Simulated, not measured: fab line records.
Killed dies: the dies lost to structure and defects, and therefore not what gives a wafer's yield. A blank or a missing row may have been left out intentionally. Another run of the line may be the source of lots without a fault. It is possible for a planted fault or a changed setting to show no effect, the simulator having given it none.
Chamber matching || flow n5 finfet || 4 sister chambers for N5_BEOL_M9_ETCH_65 on rie diel-03
The step etches SiARC in CF4, target depth 15.6 nm, time 26 s. 4 wafers are shown with their chamber, then 10 later ones without.

== EACH WAFER AND ITS CHAMBER ==
{"wafer": "L089.3", "chamber": 2, "throttle valve pct (%)": 15.58}
{"wafer": "L088.1", "chamber": 3, "throttle valve pct (%)": 15.37}
{"wafer": "L088.4", "chamber": 0, "throttle valve pct (%)": 15.45}
{"wafer": "L093.5", "chamber": 1, "throttle valve pct (%)": 16.15}

== WAFERS MISSING THEIR CHAMBER ==
{"wafer": "L093.6", "throttle valve pct (%)": 15.58}
{"wafer": "L091.2", "throttle valve pct (%)": 15.47}
{"wafer": "L091.4", "throttle valve pct (%)": 15.59}
{"wafer": "L091.6", "throttle valve pct (%)": 15.40}
{"wafer": "L095.2", "throttle valve pct (%)": 15.41}
{"wafer": "L095.3", "throttle valve pct (%)": 15.61}
{"wafer": "L095.4", "throttle valve pct (%)": 15.47}
{"wafer": "L097.1", "throttle valve pct (%)": 15.40}
{"wafer": "L097.2", "throttle valve pct (%)": 15.46}
{"wafer": "L097.3", "throttle valve pct (%)": 15.61}

== EACH ONE'S CHAMBER ==
{"wafer": "L093.6", "from the rows above": 2, "in truth": 2}
{"wafer": "L091.2", "from the rows above": 0, "in truth": 0}
{"wafer": "L091.4", "from the rows above": 2, "in truth": 2}
{"wafer": "L091.6", "from the rows above": "can't be placed: 3 or 0", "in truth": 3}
{"wafer": "L095.2", "from the rows above": "can't be placed: 0 or 3", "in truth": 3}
{"wafer": "L095.3", "from the rows above": 2, "in truth": 2}
{"wafer": "L095.4", "from the rows above": 0, "in truth": 0}
{"wafer": "L097.1", "from the rows above": "can't be placed: 3 or 0", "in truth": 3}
{"wafer": "L097.2", "from the rows above": 0, "in truth": 0}
{"wafer": "L097.3", "from the rows above": 2, "in truth": 2}
Correctly placed: 7 of 10. Not placeable from these rows: 3 (in 3, the candidates include the true chamber). Wrongly placed: 0.
How it was worked out, from the rows above alone: a wafer's distance from a chamber is the root of the sum, over the readings, of the square of ((its reading less the chamber's mean) divided by the reading's scatter). The wafer belongs to the nearest chamber; if the next one is less than 2 further off, it can't be placed. For every chamber, the mean is computed from those of its wafers that are shown. The scatter: with one shown wafer a chamber, the root of the mean of the squares of how far each hidden wafer lies from its nearest shown one.
